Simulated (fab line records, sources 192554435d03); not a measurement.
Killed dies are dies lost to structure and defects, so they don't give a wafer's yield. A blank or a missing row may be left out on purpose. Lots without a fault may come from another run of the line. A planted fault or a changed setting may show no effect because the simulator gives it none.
Which tool did it? | flow n5_finfet | 12 lots, 36 wafers sampled, at 2 steps of a route of 1938

WHAT THE GAUGES READ, wafer by wafer
N5_BEOL_M0_RS_MEAS_126: measures by four-point-probe.
lot  | measured     | on            | M0_RS (ohm/sq)
L075 | day 6 12:02  | film_metro-01 | 0.519 0.510 0.516
L077 | day 6 18:44  | film_metro-01 | 0.564 0.568 0.568
L079 | day 7 08:05  | film_metro-01 | 0.549 0.553 0.526
L081 | day 7 20:24  | film_metro-02 | 0.539 0.537 0.524
L083 | day 8 05:16  | film_metro-02 | 0.533 0.543 0.513
L085 | day 8 20:59  | film_metro-01 | 0.542 0.528 0.517
L087 | day 9 05:31  | film_metro-02 | 0.513 0.508 0.514
L090 | day 9 22:53  | film_metro-02 | 0.526 0.536 0.518
L091 | day 10 05:25 | film_metro-02 | 0.555 0.553 0.547
L093 | day 10 16:50 | film_metro-02 | 0.569 0.561 0.524
L095 | day 11 06:01 | film_metro-02 | 0.525 0.546 0.531
L097 | day 11 14:17 | film_metro-02 | 0.537 0.517 0.525

WHICH TOOL RAN EACH LOT (tool, then ch and the chambers of the sampled wafers, then the start)
lot  | N5_BEOL_M0_DEP_125
L075 | pecvd-04 ch 0,1,2, day 6 11:59
L077 | pecvd-03 ch 0,1, day 6 18:40
L079 | pecvd-02 ch 0,1,2, day 7 08:02
L081 | pecvd-04 ch 1,2, day 7 20:20
L083 | pecvd-04 ch 0,1, day 8 05:11
L085 | pecvd-04 ch 0,2, day 8 20:55
L087 | pecvd-03 ch 0,1,2, day 9 05:27
L090 | pecvd-03 ch 0,1, day 9 22:49
L091 | pecvd-02 ch 0,1,2, day 10 05:20
L093 | pecvd-02 ch 0,1, day 10 16:46
L095 | pecvd-04 ch 1,2, day 11 05:56
L097 | pecvd-04 ch 0,1, day 11 14:13
- N5_BEOL_M0_DEP_125: deposits SiCN from 3MS/NH3, target thk 8 nm, time 14 s.

THE ANSWER, worked out from the rows above alone
Rule: what is usual is taken from the lots themselves. Put in order of their means at a reading, lots are off if they are a third of the lots or fewer, leave a main group of 4 or more, and stand apart from it by a gap of 3 or more times the standard deviation of the main group's means; of several such gaps the widest counts. A main group whose means are all the same, to the digits that the tables above print for the reading, isn't used. A lot without any number at a reading at which 4 lots or more have one is off too. The other lots that the step has rows for count as sound.
No lot is off at any reading shown: from this, nothing can be told.

WHAT THE SIMULATOR HAD PUT IN
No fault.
